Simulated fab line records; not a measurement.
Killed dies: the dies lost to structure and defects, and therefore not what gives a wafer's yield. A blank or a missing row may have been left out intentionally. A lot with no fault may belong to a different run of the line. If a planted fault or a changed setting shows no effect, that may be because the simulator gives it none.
Which of the tools did it? | flow nandHarc | 6 lots with 17 wafers sampled at 2 steps, on a route of 1302 steps

WHAT EACH GAUGE READ, for each wafer
NHARC_A_ONON_D1_THK_MEAS_30: measures by ellipsometry.
lot  | measured     | on           | thkNm (nm)
L853 | day 8 10:41  | filmMetro-02 | 1000 1003 1002
L859 | day 11 02:07 | filmMetro-02 | 998 701
L866 | day 14 07:15 | filmMetro-01 | 1002 1002 1001
L868 | day 15 06:23 | filmMetro-02 | 1006 1008 1007
L870 | day 15 16:34 | filmMetro-02 | 1010 1011 1010
L872 | day 16 14:10 | filmMetro-01 | 995 995 995

TOOL THAT RAN EACH LOT (tool first, then ch and the chambers of the sampled wafers, then the start)
lot  | NHARC_A_ONON_D1_DEP_28
L853 | pecvdOnon-03 ch 0, day 8 10:14
L859 | pecvdOnon-01 ch 0, day 11 01:40
L866 | pecvdOnon-03 ch 0, day 14 06:44
L868 | pecvdOnon-04 ch 0, day 15 05:56
L870 | pecvdOnon-03 ch 0, day 15 16:04
L872 | pecvdOnon-03 ch 0, day 16 13:38
- NHARC_A_ONON_D1_DEP_28: target thk 1000 nm.

THE ANSWER, worked out from the rows above alone
Rule: what is usual is taken from the lots themselves. The widest of any qualifying gaps counts: lots, ordered by their means at a reading, are off when they make up no more than a third of the lots, leave a main group of 4 or more, and stand apart from it by 3 or more times the standard deviation of that group's means. If all means in a main group match to the digits the tables above print for the reading, that group is not used. Also off: a lot with no number at a reading for which 4 or more lots have one. Where the step has rows for the other lots, those lots are counted as sound.
Off, at NHARC_A_ONON_D1_THK_MEAS_30 on thkNm: L859. For the main group the mean is 1003 nm and the standard deviation 5.2.
If a tool, at a process step before that reading, ran all the lots that are off and no sound lot after the first of them, it fits. The gauges at NHARC_A_ONON_D1_THK_MEAS_30 are tried like those tools. One fits: NHARC_A_ONON_D1_DEP_28 on pecvdOnon-01. It ran no sound lot before its first lot that is off in this sample, so the start can't be narrowed down.

WHAT HAD BEEN PUT IN BY THE SIMULATOR
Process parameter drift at NHARC_A_ONON_D1_DEP_28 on pecvdOnon-01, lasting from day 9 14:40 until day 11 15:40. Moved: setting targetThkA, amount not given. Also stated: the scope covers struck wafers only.
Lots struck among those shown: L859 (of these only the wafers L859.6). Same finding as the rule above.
